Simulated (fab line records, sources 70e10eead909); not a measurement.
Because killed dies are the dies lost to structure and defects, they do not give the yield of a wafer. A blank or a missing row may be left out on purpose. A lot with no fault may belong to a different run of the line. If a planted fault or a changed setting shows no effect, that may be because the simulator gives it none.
fab line records    flow nand_harc
[record] lots = 13  wafers = 38  last_day = 33
route steps=1302 shown P_M0@283 P_M1@298
lots untouched by any fault: they come from a run of this same line in which no faults occurred
start_h: start of the lot's first displayed wafer, in hours after the record's first day    wait_h: hours since the lot's step before    " unchanged from the row above    L1.1+2: one row covering several wafers at once    - either no value or no given start    * or withheld: withheld    < > ~ a bound
route shown NAME@n: NAME is a module with steps in the file, n the number in the route of the first one    usual: the fault-free wafers' mean and standard deviation    same: alike in all rows    chamber/n: place in a boat    sites: per-site readings    _std_site: how widely they spread, as a standard deviation    _edge_site: the outer-site mean with the inner-site mean subtracted    radius_mm: for every site, how far away it sits from the centre of the wafer    mask NAME#n: copy n    behind: the last tool/chamber to shape the wafer    hold: reason for holding the lot/hours on hold/outcome of the hold    device: the n, p or np transistor that did not switch    end of line: tests of these same wafers at the route's end    a step without rows: its recipe alone    killed: dies lost to structure and defects at the first sort, not the wafer's yield    map: dies across one wafer; x = killed, . = not, _ = none there
set.NAME: the run value of the setting; set.NAME@STEP: its run value at that earlier step    model.NAME: the simulator's own value behind a step, which no gauge read
the route's steps for a sample of lots (tables are steps, rows are wafers)
services: the hour from which a tool's chamber was out of use, counted from the record's first day as start_h (under 0 if before that day), plus the number of hours and why
[[steps]]
[step NHARC_P_M0_PRE_CLEAN_31]
[recipe] time_s = 12  temp_c = 370  rf_power_w = 300  gas = NH3
[usual] heater_power_w = 642/78  rf_fwd_power_W = 292.5/0.92
lot.wafer  tool      chamber  start_h  wait_h  heater_power_w  rf_fwd_power_W
L771.3     pecvd-04  1        121.50   0.1     719             291.8
L771.2     "         2        "        "       653             293.1
L771.6     "         0        "        "       539             292.1
L772.3     pecvd-03  0        129.12   0.1     539             290.1
L772.6     "         2        "        "       583             293.6
L772.4     "         0        "        "       550             291.1
L774.1     pecvd-04  1        151.68   0.1     689             292.8
L774.5     "         2        "        "       661             292.5
L774.4     "         0        "        "       547             293.2
L776.1     pecvd-03  1        174.37   0.1     792             293.7
L776.6     "         2        "        "       611             292.0
L776.4     "         1        "        "       781             292.7
L775.1     pecvd-03  0        174.89   0.1     560             293.1
L775.3     "         1        "        "       805             293.5
L775.5     "         0        "        "       568             292.0
L777.1     pecvd-01  0        192.82   0.1     672             291.1
L777.2     "         1        "        "       766             292.3
L777.5     "         2        "        "       678             293.9
L779.1     pecvd-01  1        204.26   0.1     616             292.7
L779.3     "         0        "        "       681             292.8
L779.6     "         0        "        "       692             291.7
L784.1     pecvd-03  2        249.33   0.1     705             293.4
L784.5     "         1        "        "       670             291.5
L784.6     "         2        "        "       730             292.9
L787.1     pecvd-04  1        292.14   0.1     628             293.0
L787.4     "         2        "        "       596             292.3
L788.1     pecvd-04  0        294.45   0.1     517             290.8
L788.3     "         1        "        "       631             292.8
L788.4     "         0        "        "       524             292.7
L789.2     pecvd-03  0        310.64   0.2     556             292.1
L789.3     "         1        "        "       701             291.5
L789.4     "         2        "        "       744             293.1
L790.2     pecvd-04  2        310.99   0.1     667             294.7
L790.4     "         2        "        "       646             293.9
L790.6     "         1        "        "       576             291.4
L792.2     pecvd-03  1        344.55   0.1     666             292.3
L792.6     "         0        "        "       561             293.4
L792.5     "         1        "        "       686             292.1
[step NHARC_P_M0_DEP_32]
[recipe] target_thk_a = 300  temp_c = 370  target_thk_nm = 30  pressure_torr = 3  flow_sccm = 200  rf_w = 450  material = SiCN
[usual] heater_power_w = 590/71  rf_fwd_power_W = 448.8/1.5
lot.wafer  tool      chamber  start_h  wait_h  heater_power_w  rf_fwd_power_W
L771.3     pecvd-04  1        121.61   0.1     635             450.0
L771.2     "         2        "        "       595             445.6
L771.6     "         0        "        "       510             450.2
L772.3     pecvd-03  0        129.23   0.1     516             450.9
L772.6     "         2        "        "       637             447.3
L772.4     "         0        "        "       515             451.6
L774.1     pecvd-04  1        151.82   0.1     609             447.9
L774.5     "         2        "        "       534             446.9
L774.4     "         0        "        "       498             447.4
L776.1     pecvd-03  1        174.51   0.1     731             448.9
L776.6     "         2        "        "       639             450.1
L776.4     "         1        "        "       734             447.9
L775.1     pecvd-03  0        175.00   0.1     420             449.3
L775.3     "         1        "        "       676             448.1
L775.5     "         0        "        "       452             451.2
L777.1     pecvd-01  0        192.93   0.1     515             450.2
L777.2     "         1        "        "       611             447.3
L777.5     "         2        "        "       609             448.9
L779.1     pecvd-01  1        204.34   0.1     662             450.4
L779.3     "         0        "        "       608             448.9
L779.6     "         0        "        "       608             447.4
L784.1     pecvd-03  2        249.43   0.1     594             449.4
L784.5     "         1        "        "       632             449.9
L784.6     "         2        "        "       596             449.9
L787.1     pecvd-04  1        292.28   0.1     529             450.6
L787.4     "         2        "        "       559             447.8
L788.1     pecvd-04  0        294.53   0.1     494             448.7
L788.3     "         1        "        "       600             450.0
L788.4     "         0        "        "       508             450.5
L789.2     pecvd-03  0        310.71   0.1     536             450.3
L789.3     "         1        "        "       687             445.5
L789.4     "         2        "        "       708             451.6
L790.2     pecvd-04  2        311.07   0.1     607             446.2
L790.4     "         2        "        "       602             447.5
L790.6     "         1        "        "       574             448.8
L792.2     pecvd-03  1        344.69   0.1     675             449.8
L792.6     "         0        "        "       556             449.8
L792.5     "         1        "        "       697             449.5
[step NHARC_P_M1_DESCUM_14]
[recipe] time_s = 3  o2_flow_sccm = 200  ar_flow_sccm = 0  bias_power_w = 0  chemistry = O2
[usual] drypump_motor_current_A = 5.9/0.33  mfc_ar_sccm = 0.011/0.011  oes_product_au = 1.000/0.012  rf_vpp_V = 57.8/0.97  showerhead_plenum_p_Torr = 1.91/0.1  throttle_valve_pct = 11.311/0.0087
lot.wafer  tool         chamber  start_h  wait_h  drypump_motor_current_A  mfc_ar_sccm  oes_product_au  rf_hours_counter_h  rf_vpp_V  showerhead_plenum_p_Torr  throttle_valve_pct
L771.3     rie_diel-06  3        122.87   0.1     6.0                      0.031        0.992           13                  57.0      1.79                      11.304
L771.2     "            0        "        "       6.4                      0.003        1.006           12                  56.6      1.80                      11.297
L771.6     "            1        "        "       5.9                      0.023        0.991           -                   55.7      1.82                      11.312
L772.3     rie_diel-09  0        130.75   0.1     5.4                      0            1.002           9                   56.6      1.92                      11.315
L772.4     "            1        "        "       5.8                      0.006        1.002           10                  58.4      2.00                      11.301
L772.6     "            1        "        "       5.8                      0.006        1.009           -                   57.7      2.00                      11.314
L774.4     rie_diel-09  3        153.01   0.1     6.1                      0            1.024           0                   58.2      2.06                      11.313
L774.1     "            1        "        "       5.8                      0.006        0.990           0                   58.0      2.00                      11.318
L774.5     "            0        "        "       5.5                      0            0.995           -                   58.7      1.92                      11.302
L776.1     rie_diel-09  0        175.76   0.1     5.4                      0            0.986           2                   58.2      1.92                      11.294
L776.4     "            1        "        "       5.8                      0.006        0.983           2                   58.6      2.00                      11.311
L776.6     "            2        "        "       6.1                      0            0.992           -                   57.1      2.01                      11.318
L775.3     rie_diel-04  2        176.40   0.1     4.8                      0.012        0.998           57                  58.3      1.96                      11.319
L775.1     "            3        "        "       5.5                      0.031        0.996           54                  56.3      1.76                      11.310
L775.5     "            3        "        "       5.5                      0.031        0.993           -                   57.5      1.76                      11.287
L777.1     rie_diel-06  1        194.33   0.1     5.9                      0.023        0.991           6                   58.2      1.82                      11.311
L777.2     "            2        "        "       5.8                      0.008        0.999           6                   57.1      2.00                      11.292
L777.5     "            0        "        "       6.4                      0.003        1.005           -                   56.0      1.80                      11.314
L779.1     rie_diel-09  3        205.78   0.1     6.1                      0            1.027           3                   58.6      2.06                      11.320
L779.3     "            2        "        "       6.1                      0            0.986           3                   57.8      2.01                      11.317
L779.6     "            3        "        "       6.1                      0            1.012           -                   57.9      2.06                      11.307
L784.1     rie_diel-06  3        250.82   0.1     6.1                      0.031        1.006           11                  57.0      1.79                      11.319
L784.6     "            3        "        "       6.1                      0.031        1.001           -                   56.9      1.79                      11.314
L784.5     "            0        "        "       6.4                      0.003        1.000           -                   56.4      1.80                      11.308
L787.4     rie_diel-06  0        293.49   0.1     6.4                      0.003        1.006           14                  57.6      1.80                      11.309
L787.1     "            1        "        "       5.9                      0.023        0.990           15                  57.6      1.82                      11.312
L788.3     rie_diel-06  1        295.95   0.1     5.9                      0.023        0.992           15                  56.9      1.82                      11.303
L788.1     "            2        "        "       5.8                      0.008        1.010           17                  56.8      1.99                      11.304
L788.4     "            0        "        "       6.4                      0.003        0.991           14                  57.8      1.80                      11.298
L789.3     rie_diel-09  3        312.04   0.1     6.1                      0            1.026           10                  59.4      2.06                      11.318
L789.4     "            0        "        "       5.4                      0            1.004           9                   57.6      1.92                      11.308
L789.2     "            1        "        "       5.8                      0.006        0.986           10                  58.4      1.99                      11.309
L790.2     rie_diel-04  0        312.39   0.1     5.3                      0.005        0.992           29                  57.1      2.00                      11.304
L790.4     "            1        "        "       6.0                      0            0.997           32                  58.1      1.78                      11.313
L790.6     "            1        "        "       6.0                      0            0.993           -                   56.4      1.78                      11.313
L792.2     rie_diel-09  1        345.91   0.1     5.8                      0.006        1.001           1                   57.6      1.99                      11.313
L792.5     "            1        "        "       5.8                      0.006        0.991           -                   58.0      1.99                      11.305
L792.6     "            2        "        "       6.1                      0            0.996           -                   58.6      2.01                      11.309
[step NHARC_P_M1_ETCH_15]
[recipe] target_depth_a = 1825  time_s = 91.2  c4f8_flow_sccm = withheld  ar_flow_sccm = 400  rf_w = 600  bias_w = 300  chemistry = C4F8/Ar
[usual] oes_product_au = 0.958/0.024  rf_fwd_power_W = 596.4/1.8  rf_vpp_V = 441/3.4
lot.wafer  tool         chamber  start_h  wait_h  oes_product_au  rf_fwd_power_W  rf_hours_counter_h  rf_vpp_V
L771.3     rie_diel-06  1        123.04   -       0.960           595.7           13                  437
L771.2     "            2        "        "       0.962           599.2           13                  443
L771.6     "            0        "        "       0.989           598.0           -                   438
L772.3     rie_diel-09  2        130.92   -       0.915           594.4           10                  445
L772.4     "            0        "        "       0.914           597.2           9                   441
L772.6     "            2        "        "       0.923           596.1           -                   444
L774.4     rie_diel-09  0        153.20   -       0.959           591.7           0                   441
L774.1     "            1        "        "       0.969           597.1           0                   444
L774.5     "            3        "        "       0.986           600.3           -                   446
L776.1     rie_diel-09  2        175.92   -       0.968           595.5           1                   445
L776.4     "            0        "        "       0.975           595.0           2                   440
L776.6     "            2        "        "       0.969           596.2           -                   443
L775.1     rie_diel-04  2        176.57   -       0.928           594.7           57                  443
L775.3     "            1        "        "       0.922           596.7           56                  437
L775.5     "            3        "        "       0.915           597.8           -                   437
L777.1     rie_diel-06  0        194.49   -       0.965           595.7           5                   437
L777.2     "            1        "        "       0.946           595.5           6                   438
L777.5     "            0        "        "       0.961           598.1           -                   437
L779.1     rie_diel-09  2        205.96   -       0.981           596.5           3                   444
L779.3     "            0        "        "       0.963           593.1           3                   441
L779.6     "            1        "        "       0.968           598.3           -                   444
L784.1     rie_diel-06  1        251.03   -       0.925           596.0           11                  438
L784.6     "            0        "        "       0.941           596.4           -                   436
L784.5     "            1        "        "       0.933           595.1           -                   438
L787.4     rie_diel-06  1        293.66   -       0.965           600.4           15                  438
L787.1     "            2        "        "       0.971           593.3           17                  445
L788.4     rie_diel-06  1        296.13   -       0.919           597.5           15                  437
L788.1     "            3        "        "       0.918           594.0           15                  437
L788.3     "            0        "        "       0.847           595.3           14                  439
L789.2     rie_diel-09  2        312.21   -       0.974           595.6           10                  444
L789.4     "            3        "        "       0.980           601.6           10                  445
L789.3     "            0        "        "       0.957           596.9           10                  440
L790.2     rie_diel-04  0        312.56   -       0.933           595.3           29                  445
L790.4     "            3        "        "       0.905           596.0           36                  445
L790.6     "            1        "        "       0.912           597.3           -                   437
L792.2     rie_diel-09  0        346.11   -       0.984           595.0           1                   440
L792.5     "            1        "        "       0.958           594.6           -                   444
L792.6     "            2        "        "       0.958           597.3           -                   444
[[services]]
tool         chamber  start_h  hours  kind
pecvd-01     0        98.46    6.3    repair
pecvd-03     1        100.91   7.7    repair
rie_diel-09  1        112.02   9.1    repair
rie_diel-04  3        117.91   8.2    repair
pecvd-04     2        129.37   11.6   repair
rie_diel-06  -        130.23   9.0    pm
pecvd-01     -        130.72   13.0   pm
rie_diel-06  3        139.39   8.4    repair
rie_diel-09  -        143.12   9.0    pm
rie_diel-06  0        167.20   8.6    repair
pecvd-01     1        170.03   3.9    repair
rie_diel-04  -        178.05   9.0    pm
pecvd-03     -        185.00   13.0   pm
rie_diel-04  0        206.95   14.8   repair
pecvd-01     -        211.07   1.8    repair
rie_diel-04  3        220.18   7.9    repair
pecvd-04     1        240.33   20.2   repair
rie_diel-09  0        260.17   12.0   repair
rie_diel-09  -        264.26   0.6    repair
pecvd-04     -        269.19   13.0   pm
rie_diel-09  -        272.91   0.9    repair
pecvd-04     -        288.86   1.3    repair
rie_diel-06  -        307.23   9.0    pm
rie_diel-09  -        320.12   9.0    pm
[[key]]
[first_sign] step = NHARC_P_M1_ETCH_15  reading = oes_product_au  direction = down  sigmas = 4.6  usual = 0.958  struck = 0.847
effect none on later readings
met_at NHARC_P_M1_ETCH_15
struck_lots L788
struck_wafers L788.3
sort_left_out L788.3
not_acting_at NHARC_P_M0_PRE_CLEAN_31,NHARC_P_M0_DEP_32,NHARC_P_M1_DESCUM_14
onset_between 251.03 296.13
[fault] kind = process_parameter_drift  tool = rie_diel-06  chamber = 0  onset_h = 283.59  steps = NHARC_P_M1_ETCH_15  channel = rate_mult  offset = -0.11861  shape = step  end_h = 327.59
// sort_left_out: the simulated sort isn't trusted on such a fault, so these wafers' sort isn't shown, and their yield isn't known
